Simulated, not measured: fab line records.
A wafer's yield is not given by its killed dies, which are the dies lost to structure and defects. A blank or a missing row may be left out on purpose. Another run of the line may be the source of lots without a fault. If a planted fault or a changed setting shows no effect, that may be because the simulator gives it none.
Matching of chambers ; flow nand-harc ; pecvd-04 running NHARC_P_M0_DEP_32: 3 sister chambers
The step deposits SiCN, target thk 30 nm. 24 wafers are shown with their chamber, then 12 later ones without.

## WAFERS WITH THEIR CHAMBER
wafer;chamber;heater-power-w (W)
L074.1;2;599
L074.3;1;511
L074.5;1;494
L078.2;2;595
L078.5;2;591
L078.6;0;751
L080.1;2;612
L080.2;1;561
L080.6;0;776
L082.3;1;570
L082.4;2;580
L082.6;0;765
L084.2;2;537
L084.3;0;711
L084.6;2;547
L088.2;1;600
L088.5;2;559
L088.6;0;689
L091.1;2;543
L091.3;0;700
L091.5;2;555
L093.1;0;684
L093.2;1;585
L093.3;2;589

SIGNATURES, as means of the wafers listed above
reading;chamber 0;chamber 1;chamber 2;scatter within a chamber
heater-power-w;725.14;553.50;573.36;34
Rule: distance of a wafer from a chamber = root of the sum over the readings of ((wafer's reading minus chamber's mean) / reading's scatter) squared. The wafer belongs to the nearest chamber; if the next one is less than 2 further off, it can't be placed. The scatter: the root of (the sum of the squares of (reading less its chamber's mean) over the shown wafers, divided by (wafers less chambers)).

## WAFERS WITH NO CHAMBER GIVEN
wafer;heater-power-w (W)
L094.1;696
L094.3;601
L094.5;593
L095.2;579
L095.4;579
L095.5;584
L097.1;733
L097.2;572
L097.3;555
L096.1;666
L096.4;696
L096.5;553

## EACH ONE'S CHAMBER
wafer;from the rows above;in truth
L094.1;0;0
L094.3;can't be placed: 2 or 1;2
L094.5;can't be placed: 2 or 1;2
L095.2;can't be placed: 2 or 1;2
L095.4;can't be placed: 2 or 1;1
L095.5;can't be placed: 2 or 1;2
L097.1;0;0
L097.2;can't be placed: 2 or 1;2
L097.3;can't be placed: 1 or 2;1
L096.1;can't be placed: 0 or 2 or 1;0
L096.4;0;0
L096.5;can't be placed: 1 or 2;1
Placed correctly: 3 of 12. Can't be placed from these rows: 9 (the true chamber is among the candidates in 9). Placed wrongly: 0.
